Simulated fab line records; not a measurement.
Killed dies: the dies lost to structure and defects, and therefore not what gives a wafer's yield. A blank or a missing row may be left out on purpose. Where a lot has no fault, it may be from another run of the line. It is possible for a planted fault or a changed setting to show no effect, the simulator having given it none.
fab line records    flow n5Finfet
record: lots: 7  wafers: 39
route steps=1938 shown FIN_SAQP@96 FIN_CUT@169 DUMMY_GATE@214 HKMG_FIN@389 MOL_CONTACT_COAG@579 PASSIVATION@1936
startH: hours from the record's opening day to when the first of the lot's shown wafers began    waitH: time in hours since the lot's previous step    " repeats the value in the row above    L1.1+2: a single row standing in for several wafers    - value missing, or start not given    * or withheld: withheld    < > ~ a bound
route shown NAME@n: a module of which the file shows steps, and the number in the route of the first    usual: mean/standard deviation of fault-free wafers    same: alike in all rows    chamber/n: place in a boat    sites: the reading at each site    _std_site: their standard deviation    _edge_site: inner sites' mean taken away from outer sites' mean    radiusMm: for every site, how far away it sits from the centre of the wafer    mask NAME#n: copy n    behind: tool/chamber where the wafer was last shaped    hold: the reason the lot was held/the length of the hold in hours/how it ended    device: names the non-switching transistor (n, p or np)    end of line: tests of these same wafers at the route's end    step lacking rows: just its recipe    killed: at the first sort, the dies lost to defects and structure; wafer yield is something else    map: a wafer's dies, marking killed ones x, the rest . and places with no die _
set.NAME: the setting the step ran with; set.NAME@STEP: the setting that earlier step ran with    model.NAME: the simulator's own value behind a step, which no gauge read
lots run with intentionally changed settings; tables by step, rows by wafer
== steps ==
step: N5_FIN_SAQP_HM_DEP_03
recipe: material: SiNx  targetThkA: 380  tempC: 400  precursor: SiH4/NH3/N2  pressureTorr: 1.5  rfW: 300  timeS: 33.6
step: N5_FIN_CUT_ETCH_21
recipe: chemistry: N2/H2  target: SOC  targetDepthA: 2190  overetchA: 438  maskMaterial: SiARC  tempC: 40  ionEnergyEv: 100  biasW: 61  timeS: 523.5  pressureMtorr: 30  sourceW: 850  n2FlowSccm: 200  h2FlowSccm: 200
step: N5_DUMMY_GATE_ALD_02
recipe: material: SiO2  targetThkA: 20  tempC: 300  aldPrecursorFamily: BDEAS  aldCoReactant: O2-plasma  pulseTimeS: 1  pressureTorr: 2
step: N5_DUMMY_GATE_EXPOSE_12
recipe: maskId: GATE  na: 0.33  sourceShape: annular  sigmaInner: 0.2  sigmaOuter: 0.6  polarization: unpolarized  targetCdNm: 25  doseMj: 34
step: N5_DUMMY_GATE_ETCH_31
recipe: chemistry: C4F6/O2  target: SiO2  maskMaterial: SOC  targetDepthA: 825  timeS: 27.5  ionEnergyEv: 250  pressureMtorr: 30  sourceW: 345  biasW: 185  Ar_flow_sccm: 300  C4F6_flow_sccm: 10  O2_flow_sccm: 10
step: N5_DUMMY_GATE_ETCH_32
recipe: chemistry: CF4  target: SiO2  targetDepthA: 35  timeS: 3.9  ionEnergyEv: 350  pressureMtorr: 10  icpW: 800  biasW: 400  cf4FlowSccm: 80
step: N5_HKMG_FIN_ALD_75
recipe: material: Al2O3  targetThkA: 10  tempC: 150  aldPrecursorFamily: TMA  aldCoReactant: H2O  pulseTimeS: withheld  coReactantPulseTimeS: 1
step: N5_MOL_CONTACT_COAG_ALD_131
recipe: material: SiO2  targetThkA: 50  tempC: 100  aldPrecursorFamily: BDEAS  aldCoReactant: O2-plasma  pulseTimeS: 1  coReactantPulseTimeS: 1  purgeTimeS: 2  coReactantPurgeTimeS: 2  aldCycles: 35  pressureTorr: 2
step: N5_MOL_CONTACT_COAG_ETCH_91
recipe: chemistry: N2/H2  target: SOC  targetDepthA: 600  overetchA: 210  maskMaterial: SiARC  tempC: 40  timeS: 101.2  ionEnergyEv: 200  pressureMtorr: 30  sourceW: 840  biasW: 150  n2FlowSccm: 200  h2FlowSccm: 200
step: N5_MOL_CONTACT_COAG_EXPOSE_37
recipe: maskId: VD  na: 0.33  sourceShape: annular  sigmaInner: 0.3  sigmaOuter: 0.7  polarization: unpolarized  defocusNm: 0  doseMj: 62
step: N5_PASSIVATION_PROBE_49
usual: killedAtContacts: 13/6.5  sort_bin_6_memory: 3.4/0.74
lot.wafer  tool       chamber  startH  waitH  set.timeS@FIN_SAQP_HM_DEP_03  set.biasW@FIN_CUT_ETCH_21  set.targetThkA@DUMMY_GATE_ALD_02  set.doseMj@DUMMY_GATE_EXPOSE_12  set.targetDepthA@DUMMY_GATE_ETCH_31  set.timeS@DUMMY_GATE_ETCH_32  set.targetThkA@HKMG_FIN_ALD_75  set.aldCycles@MOL_CONTACT_COAG_ALD_131  set.targetDepthA@MOL_CONTACT_COAG_ETCH_91  set.doseMj@MOL_CONTACT_COAG_EXPOSE_37  killedAtContacts  sort_bin_6_memory[%]
L078.1     prober-02  -        310.26  0.0    33.6                          61                         20                                34                               825                                  4.735                         10                              38                                      600                                        58.69                                  109               6.4
L078.2     prober-02  -        310.31  0.1    37.3                          61                         20                                34                               825                                  4.735                         10                              35                                      628.8                                      62                                     10                4.1
L078.3     prober-02  -        310.36  0.1    33.6                          61                         20                                34                               825                                  3.9                           10                              38                                      628.8                                      58.69                                  95                6.5
L078.4     prober-02  -        310.41  0.2    37.3                          61                         20                                34                               825                                  4.735                         10                              38                                      600                                        62                                     13                4.4
L078.5     prober-02  -        310.46  0.2    37.3                          61                         20                                34                               825                                  3.9                           10                              35                                      600                                        58.69                                  87                6.4
L078.6     prober-02  -        310.51  0.3    33.6                          61                         20                                34                               825                                  3.9                           10                              35                                      628.8                                      62                                     14                3.8
L083.1     prober-01  -        331.76  0.0    33.6                          51                         22.34                             34                               825                                  3.211                         10                              35                                      600                                        65.95                                  10                3.0
L083.2     prober-01  -        331.81  0.1    33.6                          61                         22.34                             34                               853.3                                3.211                         10                              35                                      669.5                                      62                                     11                2.5
L083.3     prober-01  -        331.86  0.1    31.07                         61                         20                                34                               825                                  3.9                           10                              35                                      669.5                                      62                                     9                 3.5
L083.4     prober-01  -        331.91  0.2    31.07                         51                         20                                34                               853.3                                3.211                         10                              35                                      669.5                                      65.95                                  7                 2.1
L083.5     prober-01  -        331.96  0.2    31.07                         61                         22.34                             34                               825                                  3.9                           10                              35                                      600                                        62                                     23                3.1
L083.6     prober-01  -        332.01  0.3    33.6                          51                         20                                34                               853.3                                3.9                           10                              35                                      600                                        65.95                                  7                 2.5
L087.1     prober-02  -        349.92  0.0    33.6                          61                         20                                34                               770.4                                3.9                           8.713                           35                                      600                                        62                                     19                4.2
L087.2     prober-02  -        349.97  0.1    33.6                          61                         20.79                             32                               825                                  4.667                         8.713                           39                                      543.3                                      62                                     17                3.4
L087.3     prober-02  -        350.02  0.1    30.13                         61                         20                                34                               825                                  4.667                         10                              35                                      600                                        62                                     13                4.2
L087.4     prober-02  -        350.07  0.2    30.13                         61                         20.79                             34                               770.4                                3.9                           10                              39                                      600                                        60.45                                  18                2.8
L087.5     prober-02  -        350.12  0.2    30.13                         61                         20                                32                               825                                  3.9                           8.713                           35                                      543.3                                      60.45                                  20                4.1
L087.6     prober-02  -        350.17  0.3    33.6                          61                         20.79                             32                               770.4                                4.667                         10                              39                                      543.3                                      60.45                                  27                4.5
L089.1     prober-02  -        357.14  0.0    33.6                          54.38                      20                                34                               825                                  3.9                           10.73                           35                                      600                                        58.46                                  102               5.6
L089.2     prober-02  -        357.19  0.1    33.6                          54.38                      20                                31.38                            825                                  3.9                           10                              33                                      600                                        62                                     18                4.1
L089.3     prober-02  -        357.24  0.1    33.6                          54.38                      20                                34                               825                                  3.9                           10.73                           35                                      600                                        62                                     18                3.7
L089.4     prober-02  -        357.29  0.2    33.6                          61                         20                                34                               825                                  3.9                           10                              33                                      600                                        62                                     16                3.6
L089.5     prober-02  -        357.34  0.2    33.6                          61                         20                                31.38                            825                                  3.9                           10                              35                                      600                                        58.46                                  108               6.3
L089.6     prober-02  -        357.39  0.3    33.6                          61                         20                                31.38                            825                                  3.9                           10.73                           33                                      600                                        58.46                                  96                6.1
L092.1     prober-02  -        370.52  0.0    33.6                          61                         20                                31.93                            825                                  4.639                         10                              35                                      566                                        62                                     9                 1.9
L092.2     prober-02  -        370.57  0.1    33.6                          51.85                      17.6                              31.93                            911.8                                4.639                         11.19                           39                                      600                                        62                                     10                3.0
L092.3     prober-02  -        370.62  0.1    33.6                          61                         20                                34                               911.8                                3.9                           10                              35                                      566                                        62                                     7                 2.2
L092.4     prober-02  -        370.67  0.2    33.6                          51.85                      17.6                              34                               911.8                                4.639                         11.19                           39                                      566                                        62                                     13                3.8
L092.5     prober-02  -        370.72  0.2    33.6                          61                         17.6                              34                               825                                  3.9                           10                              39                                      600                                        62                                     5                 2.2
L092.6     prober-02  -        370.77  0.3    33.6                          51.85                      20                                31.93                            825                                  3.9                           11.19                           35                                      600                                        62                                     14                3.6
L094.1     prober-01  -        392.62  0.0    33.6                          61                         20                                34                               825                                  3.9                           10                              35                                      600                                        62                                     8                 3.3
L094.3     prober-01  -        392.72  0.1    33.6                          61                         20                                34                               825                                  3.9                           10                              35                                      600                                        62                                     8                 2.3
L094.6     prober-01  -        392.87  0.3    33.6                          61                         20                                34                               825                                  3.9                           10                              35                                      600                                        62                                     15                4.1
L097.1     prober-01  -        411.38  0.0    37.06                         61                         20                                34                               825                                  3.9                           11.27                           35                                      600                                        62                                     8                 3.6
L097.2     prober-01  -        411.43  0.1    33.6                          61                         19.01                             36.6                             825                                  4.362                         11.27                           31                                      600                                        62                                     9                 2.6
L097.3     prober-01  -        411.48  0.1    37.06                         66.17                      19.01                             36.6                             825                                  3.9                           10                              35                                      600                                        62                                     5                 2.6
L097.4     prober-01  -        411.53  0.2    37.06                         61                         20                                34                               825                                  4.362                         10                              35                                      600                                        62                                     2                 2.7
L097.5     prober-01  -        411.58  0.2    33.6                          66.17                      19.01                             34                               825                                  3.9                           11.27                           31                                      600                                        62                                     2                 2.8
L097.6     prober-01  -        411.63  0.3    33.6                          66.17                      20                                36.6                             825                                  4.362                         10                              31                                      600                                        62                                     9                 3.4
killed by level:class
L078.1 MOL_CONTACT_COAG:areaExpose=77 STI_FIN_REVEAL:geometricParticle:open=25 MOL_CONTACT_COAG:geometricParticle:open=25 FIN_SAQP:geometricParticle:short=8 FIN_SAQP:geometricParticle:open=8 BEOL_M1:geometricParticle:open=8 MOL_CONTACT_COAG:geometricParticle:short=7 BEOL_M3:geometricParticle:open=6
L078.2 BEOL_M0_SAQP:geometricParticle:short=23 BEOL_M0_SAQP:geometricParticle:open=16 FIN_SAQP:geometricParticle:open=12 BEOL_M1:geometricParticle:open=10 MOL_CONTACT_COAG:geometricParticle:open=9 STI_FIN_REVEAL:geometricParticle:open=9 BEOL_M3:geometricParticle:open=9 BEOL_M1:geometricParticle:short=5
L078.3 MOL_CONTACT_COAG:areaExpose=83 FIN_SAQP:geometricParticle:short=12 BEOL_M0_SAQP:geometricParticle:open=12 BEOL_M1:geometricParticle:open=12 FIN_SAQP:geometricParticle:open=11 STI_FIN_REVEAL:geometricParticle:open=11 MOL_CONTACT_COAG:geometricParticle:open=9 GATE_CUT:geometricParticle:short=8
L078.4 STI_FIN_REVEAL:geometricParticle:open=13 MOL_CONTACT_COAG:geometricParticle:open=11 FIN_SAQP:geometricParticle:open=8 FIN_SAQP:geometricParticle:short=8 BEOL_M4:geometricParticle:open=8 BEOL_M0_SAQP:geometricParticle:open=6 ILD0:geometricParticle:short=5 BEOL_M1:geometricParticle:short=5
L078.5 MOL_CONTACT_COAG:areaExpose=68 MOL_CONTACT_COAG:geometricParticle:open=17 STI_FIN_REVEAL:geometricParticle:open=14 FIN_SAQP:geometricParticle:open=10 BEOL_M0_SAQP:geometricParticle:short=10 BEOL_M0_SAQP:geometricParticle:open=9 BEOL_M1:geometricParticle:open=9 PASS1_CAP:geometricParticle:short=5
L078.6 FIN_SAQP:geometricParticle:open=17 BEOL_M0_SAQP:geometricParticle:open=10 STI_FIN_REVEAL:geometricParticle:open=9 MOL_CONTACT_COAG:geometricParticle:open=8 FIN_SAQP:geometricParticle:short=7 BEOL_M3:geometricParticle:open=6 PASSIVATION:areaEtch=6 MOL_CONTACT_COAG:geometricParticle:short=5
L083.1 BEOL_M2:geometricParticle:open=15 STI_FIN_REVEAL:geometricParticle:open=10 GATE_CUT:geometricParticle:short=10 MOL_CONTACT_COAG:geometricParticle:open=10 BEOL_M0_SAQP:geometricParticle:open=5 BEOL_M0_SAQP:geometricParticle:short=5 FIN_SAQP:geometricParticle:open=3 DUMMY_GATE:geometricParticle:open=3
L083.2 MOL_CONTACT_COAG:geometricParticle:open=9 BEOL_M4:geometricParticle:open=9 BEOL_M3:geometricParticle:open=8 BEOL_M0_SAQP:geometricParticle:short=6 GATE_CUT:geometricParticle:short=4 BEOL_M0_SAQP:geometricParticle:open=4 BEOL_M2:geometricParticle:open=4 BEOL_M0:geometricParticle:open=3
L083.3 STI_FIN_REVEAL:geometricParticle:open=9 DUMMY_GATE:geometricParticle:open=8 MOL_CONTACT_COAG:geometricParticle:open=8 BEOL_M2:geometricParticle:open=8 BEOL_M3:geometricParticle:open=6 BEOL_M5:geometricParticle:open=5 BEOL_M0_SAQP:geometricParticle:open=4 BEOL_M4:geometricParticle:open=4
L083.4 MOL_CONTACT_COAG:geometricParticle:open=7 DUMMY_GATE:geometricParticle:open=6 BEOL_M4:geometricParticle:open=6 BEOL_M2:geometricParticle:open=5 FIN_SAQP:geometricParticle:short=5 BEOL_M0_SAQP:geometricParticle:short=5 STI_FIN_REVEAL:geometricParticle:open=4 FIN_CUT:areaEtch=4
L083.5 MOL_CONTACT_COAG:geometricParticle:open=19 BEOL_M4:geometricParticle:open=16 BEOL_M0_SAQP:geometricParticle:short=15 STI_FIN_REVEAL:geometricParticle:open=7 BEOL_M0_SAQP:geometricParticle:open=6 MOL_CONTACT_COAG:geometricParticle:short=4 STI_FIN_REVEAL:geometricParticle:short=3 BEOL_M3:geometricParticle:open=3
L083.6 BEOL_M0_SAQP:geometricParticle:short=9 STI_FIN_REVEAL:geometricParticle:open=9 MOL_CONTACT_COAG:geometricParticle:open=7 BEOL_M4:geometricParticle:open=7 BEOL_M6:geometricParticle:open=5 FIN_SAQP:geometricParticle:short=4 GATE_CUT:geometricParticle:open=4 STARTING-WAFER:geometricParticle:open=4
L087.1 BEOL_M0_SAQP:geometricParticle:short=21 STI_FIN_REVEAL:geometricParticle:open=19 BEOL_M0_SAQP:geometricParticle:open=19 MOL_CONTACT_COAG:geometricParticle:open=15 BEOL_M4:geometricParticle:open=14 BEOL_M3:geometricParticle:open=10 DUMMY_GATE:geometricParticle:open=8 FIN_SAQP:geometricParticle:open=7
L087.2 STI_FIN_REVEAL:geometricParticle:open=19 MOL_CONTACT_COAG:geometricParticle:open=12 BEOL_M3:geometricParticle:open=11 BEOL_M4:geometricParticle:open=10 GATE_CUT:geometricParticle:short=8 DUMMY_GATE:geometricParticle:open=6 FIN_SAQP:geometricParticle:open=5 MOL_CONTACT_COAG:geometricParticle:short=5
L087.3 STI_FIN_REVEAL:geometricParticle:open=13 MOL_CONTACT_COAG:geometricParticle:open=13 BEOL_M1:geometricParticle:open=9 BEOL_M0_SAQP:geometricParticle:short=7 FIN_SAQP:geometricParticle:open=6 BEOL_M0:geometricParticle:open=5 BEOL_M2:geometricParticle:open=5 BEOL_M4:geometricParticle:open=5
L087.4 MOL_CONTACT_COAG:geometricParticle:open=10 FIN_SAQP:geometricParticle:open=8 BEOL_M2:geometricParticle:open=8 MOL_CONTACT_COAG:areaExpose=7 STI_FIN_REVEAL:geometricParticle:open=6 DUMMY_GATE:geometricParticle:open=6 BEOL_M3:geometricParticle:open=6 BEOL_M1:geometricParticle:open=3
L087.5 STI_FIN_REVEAL:geometricParticle:open=11 MOL_CONTACT_COAG:geometricParticle:open=10 FIN_SAQP:geometricParticle:open=9 BEOL_M3:geometricParticle:open=8 MOL_CONTACT_COAG:areaExpose=8 BEOL_M1:geometricParticle:open=6 GATE_CUT:geometricParticle:short=4 GATE_CUT:geometricParticle:open=4
L087.6 MOL_CONTACT_COAG:geometricParticle:open=17 STI_FIN_REVEAL:geometricParticle:open=13 BEOL_M0_SAQP:geometricParticle:open=12 FIN_SAQP:geometricParticle:short=9 MOL_CONTACT_COAG:areaExpose=9 BEOL_M0_SAQP:geometricParticle:short=8 GATE_CUT:geometricParticle:short=7 BEOL_M2:geometricParticle:open=7
L089.1 MOL_CONTACT_COAG:areaExpose=95 BEOL_M4:geometricParticle:open=16 BEOL_M3:geometricParticle:open=15 DUMMY_GATE:geometricParticle:open=8 BEOL_M1:geometricParticle:open=8 FIN_SAQP:geometricParticle:short=7 MOL_CONTACT_COAG:geometricParticle:open=6 BEOL_M0_SAQP:geometricParticle:open=6
L089.2 MOL_CONTACT_COAG:geometricParticle:open=17 BEOL_M4:geometricParticle:open=16 BEOL_M1:geometricParticle:short=8 BEOL_M3:geometricParticle:open=8 FIN_SAQP:geometricParticle:short=7 BEOL_M4:geometricParticle:short=7 BEOL_M2:geometricParticle:open=6 FIN_SAQP:geometricParticle:open=5
L089.3 MOL_CONTACT_COAG:geometricParticle:open=14 BEOL_M4:geometricParticle:open=6 FIN_SAQP:geometricParticle:open=5 BEOL_M0_SAQP:geometricParticle:open=5 BEOL_M3:geometricParticle:open=5 MOL_CONTACT_COAG:geometricParticle:short=4 BEOL_M0_SAQP:geometricParticle:short=4 BEOL_M1:geometricParticle:short=4
L089.4 BEOL_M3:geometricParticle:open=12 MOL_CONTACT_COAG:geometricParticle:open=11 BEOL_M4:geometricParticle:open=10 FIN_SAQP:geometricParticle:open=8 GATE_CUT:geometricParticle:short=6 STI_FIN_REVEAL:geometricParticle:open=5 BEOL_M1:geometricParticle:open=5 BEOL_M5:geometricParticle:open=5
L089.5 MOL_CONTACT_COAG:areaExpose=102 DUMMY_GATE:areaExpose=16 FIN_SAQP:geometricParticle:open=12 BEOL_M3:geometricParticle:open=10 BEOL_M4:geometricParticle:open=8 FIN_SAQP:geometricParticle:short=7 BEOL_M0_SAQP:geometricParticle:short=7 BEOL_M1:geometricParticle:open=7
L089.6 MOL_CONTACT_COAG:areaExpose=87 BEOL_M4:geometricParticle:open=19 FIN_SAQP:geometricParticle:open=12 BEOL_M3:geometricParticle:open=10 BEOL_M1:geometricParticle:open=9 MOL_CONTACT_COAG:geometricParticle:open=7 BEOL_M0_SAQP:geometricParticle:short=6 DUMMY_GATE:geometricParticle:open=5
L092.1 BEOL_M0_SAQP:geometricParticle:short=7 MOL_CONTACT_COAG:geometricParticle:open=7 STI_FIN_REVEAL:geometricParticle:open=6 BEOL_M0_SAQP:geometricParticle:open=6 BEOL_M2:geometricParticle:open=3 BEOL_M4:geometricParticle:short=3 BEOL_M4:geometricParticle:open=3 STI_FIN_REVEAL:geometricParticle:short=2
L092.2 BEOL_M0_SAQP:geometricParticle:short=13 STI_FIN_REVEAL:geometricParticle:open=10 BEOL_M1:geometricParticle:open=10 BEOL_M3:geometricParticle:open=9 MOL_CONTACT_COAG:geometricParticle:open=8 BEOL_M0:geometricParticle:open=6 BEOL_M4:geometricParticle:open=6 BEOL_M0:geometricParticle:short=5
L092.3 BEOL_M0_SAQP:geometricParticle:short=18 STI_FIN_REVEAL:geometricParticle:open=10 MOL_CONTACT_COAG:geometricParticle:open=6 BEOL_M0_SAQP:geometricParticle:open=6 BEOL_M1:geometricParticle:open=5 BEOL_M0:geometricParticle:open=3 BEOL_M1:geometricParticle:short=3 FIN_SAQP:geometricParticle:open=2
L092.4 FIN_CUT:areaEtch=58 STI_FIN_REVEAL:geometricParticle:open=25 BEOL_M0_SAQP:geometricParticle:short=16 BEOL_M0_SAQP:geometricParticle:open=14 MOL_CONTACT_COAG:geometricParticle:open=7 MOL_CONTACT_COAG:geometricParticle:short=6 FIN_SAQP:geometricParticle:open=5 STI_FIN_REVEAL:geometricParticle:short=5
L092.5 BEOL_M0_SAQP:geometricParticle:open=11 BEOL_M0_SAQP:geometricParticle:short=9 STI_FIN_REVEAL:geometricParticle:open=8 BEOL_M4:geometricParticle:open=7 STARTING-WAFER:geometricParticle:open=6 BEOL_M11:geometricParticle:open=4 DUMMY_GATE:geometricParticle:open=3 MOL_CONTACT_COAG:geometricParticle:open=3
L092.6 FIN_CUT:areaEtch=154 MOL_CONTACT_COAG:geometricParticle:open=14 STI_FIN_REVEAL:geometricParticle:open=13 BEOL_M0_SAQP:geometricParticle:short=10 BEOL_M0_SAQP:geometricParticle:open=8 BEOL_M3:geometricParticle:open=7 BEOL_M2:geometricParticle:open=5 STI_FIN_REVEAL:geometricParticle:short=3
L094.1 BEOL_M0_SAQP:geometricParticle:open=9 BEOL_M0_SAQP:geometricParticle:short=8 FIN_SAQP:geometricParticle:open=7 MOL_CONTACT_COAG:geometricParticle:open=7 FIN_SAQP:geometricParticle:short=6 BEOL_M0:geometricParticle:short=5 BEOL_M4:geometricParticle:open=5 ILD0:geometricParticle:open=4
L094.3 STI_FIN_REVEAL:geometricParticle:open=9 FIN_SAQP:geometricParticle:open=8 FIN_SAQP:geometricParticle:short=6 ILD0:geometricParticle:open=5 MOL_CONTACT_COAG:geometricParticle:open=5 BEOL_M0:geometricParticle:open=5 BEOL_M1:geometricParticle:open=4 GATE_CUT:geometricParticle:short=4
L094.6 FIN_SAQP:geometricParticle:open=15 BEOL_M4:geometricParticle:open=12 MOL_CONTACT_COAG:geometricParticle:open=11 BEOL_M0_SAQP:geometricParticle:open=9 FIN_SAQP:geometricParticle:short=8 BEOL_M0_SAQP:geometricParticle:short=8 BEOL_M2:geometricParticle:open=6 MOL_CONTACT_COAG:geometricParticle:short=4
L097.1 FIN_SAQP:geometricParticle:open=13 GATE_CUT:geometricParticle:short=10 BEOL_M2:geometricParticle:open=8 BEOL_M1:geometricParticle:open=7 FIN_SAQP:geometricParticle:short=6 STI_FIN_REVEAL:geometricParticle:open=6 MOL_CONTACT_COAG:geometricParticle:open=6 GATE_CUT:geometricParticle:open=5
L097.2 MOL_CONTACT_COAG:geometricParticle:open=9 FIN_SAQP:geometricParticle:open=7 STI_FIN_REVEAL:geometricParticle:open=6 DUMMY_GATE:geometricParticle:open=5 PASS1_CAP:geometricParticle:short=5 FIN_SAQP:geometricParticle:short=4 PASS1_CAP:geometricParticle:open=4 STARTING-WAFER:geometricParticle:short=4
L097.3 BEOL_M2:geometricParticle:open=8 DUMMY_GATE:areaExpose=7 BEOL_M0_SAQP:geometricParticle:short=6 MOL_CONTACT_COAG:geometricParticle:open=4 BEOL_M0_SAQP:geometricParticle:open=4 BEOL_M3:geometricParticle:open=4 PASS1_CAP:geometricParticle:open=4 FIN_SAQP:geometricParticle:open=3
L097.4 FIN_SAQP:geometricParticle:open=8 GATE_CUT:geometricParticle:open=5 BEOL_M2:geometricParticle:open=5 STI_FIN_REVEAL:geometricParticle:open=4 GATE_CUT:geometricParticle:short=4 BEOL_M0_SAQP:geometricParticle:short=4 BEOL_M0_SAQP:geometricParticle:open=4 FIN_SAQP:geometricParticle:short=3
L097.5 BEOL_M2:geometricParticle:open=10 DUMMY_GATE:geometricParticle:open=7 PASS1_CAP:geometricParticle:short=7 ILD0:geometricParticle:open=5 PASS1_CAP:geometricParticle:open=5 FIN_SAQP:geometricParticle:short=4 GATE_CUT:geometricParticle:short=4 STI_FIN_REVEAL:geometricParticle:open=3
L097.6 BEOL_M2:geometricParticle:open=7 FIN_SAQP:geometricParticle:short=6 ILD0:geometricParticle:short=6 GATE_CUT:geometricParticle:short=6 MOL_CONTACT_COAG:geometricParticle:open=6 GATE_CUT:geometricParticle:open=5 BEOL_M0_SAQP:geometricParticle:open=5 DUMMY_GATE:areaExpose=5
== key ==
split: step: N5_FIN_SAQP_HM_DEP_03  setting: timeS  statedAs: 33.6
response none clear
split: step: N5_FIN_CUT_ETCH_21  setting: biasW  statedAs: 61
response none clear
split: step: N5_DUMMY_GATE_ALD_02  setting: targetThkA  statedAs: 20
response none clear
split: step: N5_DUMMY_GATE_EXPOSE_12  setting: doseMj  statedAs: 34
response none clear
split: step: N5_DUMMY_GATE_ETCH_31  setting: targetDepthA  statedAs: 825
response none clear
split: step: N5_DUMMY_GATE_ETCH_32  setting: timeS  statedAs: 3.9
response none clear
split: step: N5_HKMG_FIN_ALD_75  setting: targetThkA  statedAs: 10
response none clear
split: step: N5_MOL_CONTACT_COAG_ALD_131  setting: aldCycles  statedAs: 35
response none clear
split: step: N5_MOL_CONTACT_COAG_ETCH_91  setting: targetDepthA  statedAs: 600
response none clear
split: step: N5_MOL_CONTACT_COAG_EXPOSE_37  setting: doseMj  statedAs: 62
response: step: N5_PASSIVATION_PROBE_49  reading: killedAtContacts  slope: -11.7  per: 1%  togetherWith: all  explained: 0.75
response: step: N5_PASSIVATION_PROBE_49  reading: sort_bin_6_memory  slope: -0.368  per: 1%  togetherWith: all  explained: 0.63
